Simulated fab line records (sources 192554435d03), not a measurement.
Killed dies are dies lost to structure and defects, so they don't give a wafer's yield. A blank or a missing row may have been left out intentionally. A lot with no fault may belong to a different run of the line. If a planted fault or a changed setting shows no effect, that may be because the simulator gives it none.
Lot-split experiment + flow n5Finfet + 21 wafers read from 7 lots, route of 1938 steps

THE SPLIT
At N5_BEOL_M13_SPUTTER_43 (material TaN, target thk 15 nm, time 24.19 s), the setting timeS was moved away from the recipe's 24.19 s on 6 of the 21 wafers read, by -6.2% to +11.5%. For the rest of the wafers, this setting stayed at what the recipe calls for.

The split's own step is where the reading is taken.

THE READING
TaN_of_BEOL_M13_SPUTTER_43.thkNm (the simulator's own value, which no gauge read), in nm, at N5_BEOL_M13_SPUTTER_43 (material TaN, target thk 15 nm, time 24.19 s). The file gives no usual value for it. Across the 15 wafers here that went through the recipe, the average is 14.9 nm and the standard deviation 0.2 nm.

| wafer  | tool, chamber at the split | timeS as run, s | against the recipe | TaN_of_BEOL_M13_SPUTTER_43.thkNm, nm | against lot-mates on the recipe |
|--------|----------------------------|-----------------|--------------------|--------------------------------------|---------------------------------|
| L080.2 | pvdSputter-02, -           | 24.19           | recipe             | 15                                   | -                               |
| L080.3 | pvdSputter-02, -           | 24.19           | recipe             | 14.8                                 | -                               |
| L080.5 | pvdSputter-02, -           | 24.19           | recipe             | 14.6                                 | -                               |
| L081.1 | pvdSputter-01, -           | 24.19           | recipe             | 15.2                                 | -                               |
| L081.3 | pvdSputter-01, -           | 24.19           | recipe             | 15.2                                 | -                               |
| L081.4 | pvdSputter-01, -           | 24.19           | recipe             | 15.4                                 | -                               |
| L082.1 | pvdSputter-03, -           | 24.19           | recipe             | 14.8                                 | -                               |
| L082.3 | pvdSputter-03, -           | 22.69           | -6.2%              | 14                                   | -0.8                            |
| L082.4 | pvdSputter-03, -           | 22.69           | -6.2%              | 13.6                                 | -1.2                            |
| L083.1 | pvdSputter-01, -           | 24.19           | recipe             | 14.8                                 | -                               |
| L083.4 | pvdSputter-01, -           | 25.21           | +4.2%              | 15.4                                 | +0.6                            |
| L083.6 | pvdSputter-01, -           | 25.21           | +4.2%              | 15.4                                 | +0.6                            |
| L088.3 | pvdSputter-03, -           | 26.98           | +11.5%             | 16.6                                 | +1.8                            |
| L088.4 | pvdSputter-03, -           | 24.19           | recipe             | 14.8                                 | -                               |
| L088.5 | pvdSputter-03, -           | 26.98           | +11.5%             | 16.4                                 | +1.6                            |
| L094.1 | pvdSputter-02, -           | 24.19           | recipe             | 14.8                                 | -                               |
| L094.5 | pvdSputter-02, -           | 24.19           | recipe             | 14.8                                 | -                               |
| L094.2 | pvdSputter-02, -           | 24.19           | recipe             | 15                                   | -                               |
| L093.2 | pvdSputter-02, -           | 24.19           | recipe             | 14.8                                 | -                               |
| L093.4 | pvdSputter-02, -           | 24.19           | recipe             | 14.8                                 | -                               |
| L093.5 | pvdSputter-02, -           | 24.19           | recipe             | 14.8                                 | -                               |

THE FIT
A straight line over all 21 wafers: TaN_of_BEOL_M13_SPUTTER_43.thkNm changes by +0.146 nm for each +1% of timeS; r = +0.95; the points scatter about the line by 0.21 nm.
The same after taking each lot's own level away (the mean of its wafers on the recipe; 21 wafers): +0.15 nm for each +1%; r = +0.99; scatter 0.11 nm.
The reading moves by 1.7 nm for the largest change in timeS, on that fit.
From 14.80 to 15.27 nm: that is the span of the lots' own levels, equal to 2.3 times the standard deviation above.
Consequently the slope shifts little with the lot-to-lot level, the two slopes agreeing.
Check: with one of the wafers moved furthest among these (+11.5%) left out of the fit, the line predicts +1.68 nm for it against its lot-mates. It came out at +1.8 nm against them.

THE OTHER SPLITS THESE WAFERS WENT THROUGH
Note: prior to the reading, these wafers also went through further splits. Each is held against what the fit with the lots' levels taken away leaves over:
| other split on the same wafers   | wafers away from the commonest value | r with TaN_of_BEOL_M13_SPUTTER_43.thkNm (lot level and that fit taken away) |
|----------------------------------|--------------------------------------|-----------------------------------------------------------------------------|
| N5_BEOL_M11_TRENCH_ETCH_37 timeS | 4                                    | -0.03                                                                       |
| N5_BEOL_M11_ETCH_41 timeS        | 7                                    | +0.31                                                                       |
| N5_BEOL_M12_EXPOSE_07 doseMj     | 9                                    | +0.10                                                                       |
| N5_BEOL_M13_ETCH_68 timeS        | 6                                    | -0.27                                                                       |

FILE'S OWN FIT
TaN_of_BEOL_M13_SPUTTER_43.thkNm changes by +0.15 nm for each +1% of timeS, r = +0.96.
